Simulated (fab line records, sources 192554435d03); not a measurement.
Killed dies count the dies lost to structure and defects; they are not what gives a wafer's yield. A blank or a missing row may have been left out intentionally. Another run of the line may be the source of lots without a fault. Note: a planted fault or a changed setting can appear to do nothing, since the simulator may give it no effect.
Chamber matching ; flow n5Finfet ; 4 sister chambers for N5_FIN_CUT_DESCUM_13 on rieDiel-02
The step chemistry O2, time 7 s. 20 wafers are shown with their chamber, then 10 later ones without.

WAFERS PAIRED WITH THEIR CHAMBERS
wafer;chamber;showerheadPlenumPTorr (Torr);throttleValvePct (%);drypumpMotorCurrentA (A)
L074.1;1;2.05;20.46;6.3
L074.3;3;2.17;20.62;5.6
L074.5;1;2.05;20.44;6.3
L077.1;2;2.06;20.15;5.9
L077.2;1;2.05;20.45;6.4
L077.4;3;2.17;20.60;5.6
L078.1;2;2.06;20.16;5.9
L078.5;2;2.06;20.17;5.9
L078.6;3;2.17;20.61;5.6
L080.2;2;2.05;20.17;5.9
L080.3;1;2.04;20.46;6.4
L080.6;3;2.17;20.63;5.5
L084.1;2;2.05;20.19;5.9
L084.5;0;2.00;20.22;5.6
L084.6;3;2.16;20.63;5.5
L088.1;0;1.99;20.24;5.6
L088.2;2;2.05;20.20;6.0
L088.4;0;1.99;20.23;5.6
L089.1;2;2.05;20.19;5.9
L089.3;0;1.99;20.27;5.6

SIGNATURES, as means of the wafers listed above
reading;chamber 0;chamber 1;chamber 2;chamber 3;scatter within a chamber
showerheadPlenumPTorr;1.9925;2.0475;2.0543;2.1680;0.00501
throttleValvePct;20.2400;20.4525;20.1757;20.6180;0.0164
drypumpMotorCurrentA;5.600;6.350;5.914;5.560;0.0437
Rule: distance of a wafer from a chamber = root of the sum over the readings of ((wafer's reading minus chamber's mean) / reading's scatter) squared. If the next closest chamber is less than 2 further off than the closest, the wafer can't be placed; otherwise it belongs to the closest. The scatter is the square root of a quotient: the sum, over the shown wafers, of each reading's squared deviation from its chamber's mean, divided by wafers minus chambers.

WAFERS MISSING THEIR CHAMBER
wafer;showerheadPlenumPTorr (Torr);throttleValvePct (%);drypumpMotorCurrentA (A)
L089.6;1.99;20.26;5.6
L090.1;1.99;20.25;5.7
L090.4;1.99;20.25;5.6
L090.6;2.05;20.20;5.9
L093.1;2.16;20.66;5.5
L093.4;1.99;20.26;5.6
L093.5;2.04;20.06;6.4
L094.4;2.04;20.08;6.4
L094.5;1.99;20.26;5.6
L094.6;2.04;20.06;6.4

EACH ONE'S CHAMBER
wafer;from the rows above;in truth
L089.6;0;0
L090.1;0;0
L090.4;0;0
L090.6;2;2
L093.1;3;3
L093.4;0;0
L093.5;2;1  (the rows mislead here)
L094.4;2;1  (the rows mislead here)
L094.5;0;0
L094.6;2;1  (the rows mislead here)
Correct placement for 7 of the 10. Left unplaced by these rows: 0. Placed wrongly: 3.
